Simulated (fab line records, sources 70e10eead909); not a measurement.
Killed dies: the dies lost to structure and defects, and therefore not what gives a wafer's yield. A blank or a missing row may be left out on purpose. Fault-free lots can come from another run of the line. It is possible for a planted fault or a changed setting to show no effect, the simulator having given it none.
A lot that was struck, set against a sound lot	flow nand-harc	40 out of 1159 route steps
Sound: the wafers L644.3, L644.4, L644.5. Struck: wafers L659.1, L659.5. (L659.3 of the same lot was not struck and is left out.) The cause comes at the end.
Each step with rows lists, per side, the tool, then ch with its chambers, then its first start. Under that, the readings that differ: sound wafers	struck wafers	difference of the means	sigmas: that difference in standard deviations of wafers without a fault.
alike: same words and numbers on both sides, and readings whose means sit less than 2 such deviations apart. not compared: any withheld reading, any reading some wafer has no value for, any bound like >300 that may hide the same value, and any number with overlapping values for which the record gives no deviation.
The two part at a step that has a row with sigmas, a row that says differs or no value, or rows on one side only. Non-overlapping numbers with no deviation appear without sigmas and do not part them. Lack of a reading on every wafer of one side parts them only where that side has two or more wafers.

first, 2 steps without rows for these wafers: NHARC_A_STAIRCASE_SRD_154; NHARC_A_STAIRCASE_ETCH_403 (etches SiO2 in dHF, target depth 108.2 nm).
NHARC_A_STAIRCASE_ETCHBACK_422: etches the open film in CH3F/O2, target depth 40 nm, time 74.286 s.
  sound on rie-diel-13 ch 0,1,2, day 14 04:56; struck on rie-diel-07 ch 0,1, day 17 16:18
  alike: drypump-motor-current-A, oes-product-au, rf-fwd-power-W, rf-vpp-V, showerhead-plenum-p-Torr, throttle-valve-pct
  not compared: rf-hours-counter-h
then, 3 steps without rows for these wafers: NHARC_A_STAIRCASE_ETCH_423 (etches SiO2 in dHF, target depth 30 nm); NHARC_A_STAIRCASE_ETCHBACK_157 (etches the open film in CH3F/O2, target depth 90 nm, time 167.14 s); NHARC_A_STAIRCASE_STRIP_475 (strips in O2, time 20 s).
NHARC_A_STAIRCASE_DEP_471: deposits SiO2, target thk 100 nm.
  sound on pecvd-03 ch 0,1, day 14 05:34; struck on pecvd-02 ch 2, day 17 16:56
reading	sound	struck	difference	sigmas
rf-fwd-power-W (W)	899.6 898.0 899.7	894.2 891.3	-6.4	-2
  alike: heater-power-outer-w, heater-power-w, mfc-precursor-sccm, throttle-valve-pct
  not compared: since-wet-clean-h
then, 2 steps without rows for these wafers: NHARC_A_STAIRCASE_CMP_472 (polishes SiO2); NHARC_A_STAIRCASE_SRD_474.
NHARC_A_STAIRCASE_INSPECT_155:
  struck on defect-inspect-02, day 17 17:32; sound on defect-inspect-02, day 14 06:11
  alike: raw-defect-count
NHARC_A_SGD_CUT_DEP_00: deposits SiNx, target thk 50 nm.
  sound on pecvd-04 ch 0,2, day 14 06:22; struck on pecvd-01 ch 0,2, day 17 17:37
  alike: heater-power-outer-w, heater-power-w, rf-fwd-power-W
  not compared: since-wet-clean-h
then, 10 steps without rows for these wafers: NHARC_A_SGD_CUT_DEHYDRATE_01 (time 120 s); NHARC_A_SGD_CUT_HMDS_02 (time 30 s); NHARC_A_SGD_CUT_COAT_56 (time 75 s); NHARC_A_SGD_CUT_COAT_57 (time 65 s); NHARC_A_SGD_CUT_COAT_03 (resist thk 90 nm); NHARC_A_SGD_CUT_SOFTBAKE_04 (time 55 s); NHARC_A_SGD_CUT_EBR_05; NHARC_A_SGD_CUT_EXPOSE_06 (exposes mask SGD); NHARC_A_SGD_CUT_PEB_07 (peb time 65 s); NHARC_A_SGD_CUT_DEVELOP_08 (develop time 35 s).
NHARC_A_SGD_CUT_CD_MEAS_09 targets a cd of 100 nm.
  sound on cd-sem-03 ch 0, day 14 07:02; struck on cd-sem-01 ch 0, day 17 18:13
  alike: cd-nm
NHARC_A_SGD_CUT_OVL_MEAS_10:
  struck on overlay-02, day 17 18:17; sound on overlay-02, day 14 07:07
reading	sound	struck	difference	sigmas
overlay-y-nm (nm)	0.2 0.6 0.8	-1.1 -1.6	-1.9	-2
  alike: overlay-x-nm
NHARC_A_SGD_CUT_INSPECT_11:
  struck on defect-inspect-01, day 17 18:20; sound on defect-inspect-01, day 14 07:10
  alike: raw-defect-count
NHARC_A_SGD_CUT_DESCUM_14: chemistry O2, time 3 s.
  sound on rie-diel-04 ch 0,2,3, day 14 07:13; struck on rie-diel-04 ch 0,3, day 17 18:25
  alike: drypump-motor-current-A, oes-product-au, rf-vpp-V, showerhead-plenum-p-Torr, throttle-valve-pct
  not compared: rf-hours-counter-h
NHARC_A_SGD_CUT_ETCH_58: etches the open film in CF4, target depth 39 nm, time 65 s.
  sound on rie-diel-04 ch 0,1,3, day 14 07:19; struck on rie-diel-04 ch 1,2, day 17 18:31
  alike: drypump-motor-current-A, oes-product-au, rf-fwd-power-W, rf-vpp-V, showerhead-plenum-p-Torr, throttle-valve-pct
  not compared: rf-hours-counter-h
NHARC_A_SGD_CUT_ETCH_59: etches the open film in N2/H2, target depth 260 nm, time 406.25 s.
  sound: rie-diel-04 ch 0,3; struck: rie-diel-04 ch 0,1
  alike: drypump-motor-current-A, oes-product-au, rf-fwd-power-W, rf-vpp-V, showerhead-plenum-p-Torr, throttle-valve-pct
  not compared: rf-hours-counter-h
then, 12 steps without rows for these wafers: NHARC_A_SGD_CUT_ETCH_15 (etches the open film in CH3F/O2, target depth 75 nm, time 64.3 s); NHARC_A_SGD_CUT_ETCH_16 (etches the open film in C4F8/O2/Ar, target depth 310.5 nm, time 155.2 s); NHARC_A_SGD_CUT_STRIP_60 (strips in C4F8/O2/Ar); NHARC_A_SGD_CUT_STRIP_17 (strips in O2); NHARC_A_SGD_CUT_PRECLEAN_18 (cleans in SC1); NHARC_A_SGD_CUT_SRD_19; NHARC_A_SGD_CUT_DEP_20 (deposits SiO2, target thk 150 nm); NHARC_A_SGD_CUT_ANNEAL_27 (time 1800 s); NHARC_A_SGD_CUT_CMP_21 (polishes, target thk 148.19 nm); NHARC_A_SGD_CUT_SRD_23; NHARC_A_SGD_CUT_ETCH_26 (etches SiO2 in dHF, target depth 45.8 nm); NHARC_A_SGD_CUT_ETCHBACK_24 (etches the open film in CH3F/O2, target depth 50 nm, time 92.857 s).
-- the record jumps here: 6 days lie between the struck wafers' starts before and after (it left off in module A_SGD_CUT and takes up again in module END, whose first step shown is number 1159 of the route) --
NHARC_END_SORT_01:
  here the record holds rows for the struck wafers (prober-02 ch 0, day 23 20:20) but none for the sound ones

## WHERE THEY PART
Earliest at NHARC_A_STAIRCASE_DEP_471; latest, in this record, at NHARC_END_SORT_01.

WHY: what the simulator had put in
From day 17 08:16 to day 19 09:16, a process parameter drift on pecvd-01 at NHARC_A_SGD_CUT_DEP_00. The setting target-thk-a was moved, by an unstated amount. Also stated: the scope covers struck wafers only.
